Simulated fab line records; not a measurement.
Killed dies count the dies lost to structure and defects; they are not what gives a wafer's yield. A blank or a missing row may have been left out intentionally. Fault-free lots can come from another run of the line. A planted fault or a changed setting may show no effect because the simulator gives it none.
Matching of chambers / flow n5_finfet / 4 sister chambers for N5_FIN_SAQP_ETCH_67 on rie_diel-04
The step etches SiNx in CH3F/O2, target depth 30 nm. 4 wafers are shown with their chamber, then 10 later ones without.

== WAFERS WITH THEIR CHAMBER ==
wafer=L083.4; chamber=1; showerhead_plenum_p_Torr (Torr)=2.07
wafer=L083.6; chamber=3; showerhead_plenum_p_Torr (Torr)=1.90
wafer=L084.1; chamber=0; showerhead_plenum_p_Torr (Torr)=2.02
wafer=L084.4; chamber=2; showerhead_plenum_p_Torr (Torr)=1.91

== WAFERS MISSING THEIR CHAMBER ==
wafer=L084.6; showerhead_plenum_p_Torr (Torr)=1.91
wafer=L086.1; showerhead_plenum_p_Torr (Torr)=1.90
wafer=L086.5; showerhead_plenum_p_Torr (Torr)=1.90
wafer=L086.6; showerhead_plenum_p_Torr (Torr)=2.06
wafer=L089.2; showerhead_plenum_p_Torr (Torr)=2.02
wafer=L089.3; showerhead_plenum_p_Torr (Torr)=2.06
wafer=L089.6; showerhead_plenum_p_Torr (Torr)=2.02
wafer=L094.1; showerhead_plenum_p_Torr (Torr)=1.89
wafer=L094.2; showerhead_plenum_p_Torr (Torr)=2.06
wafer=L094.5; showerhead_plenum_p_Torr (Torr)=2.01

== EACH ONE'S CHAMBER ==
wafer=L084.6; from the rows above=can't be placed: 2 or 3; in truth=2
wafer=L086.1; from the rows above=can't be placed: 3 or 2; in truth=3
wafer=L086.5; from the rows above=can't be placed: 3 or 2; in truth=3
wafer=L086.6; from the rows above=1; in truth=1
wafer=L089.2; from the rows above=0; in truth=0
wafer=L089.3; from the rows above=1; in truth=1
wafer=L089.6; from the rows above=0; in truth=0
wafer=L094.1; from the rows above=can't be placed: 3 or 2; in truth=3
wafer=L094.2; from the rows above=1; in truth=1
wafer=L094.5; from the rows above=0; in truth=0
Placed correctly: 6 of 10. Can't be placed from these rows: 4 (the true chamber is among the candidates in 4). Number placed wrongly: 0.
How it was worked out, from the rows above alone: a wafer's distance from a chamber is the root of the sum, over the readings, of the square of ((its reading less the chamber's mean) divided by the reading's scatter). The wafer belongs to the nearest chamber; if the next one is less than 2 further off, it can't be placed. A chamber's mean is the mean of its shown wafers. The scatter: with one shown wafer a chamber, the root of the mean of the squares of how far each hidden wafer lies from its nearest shown one.
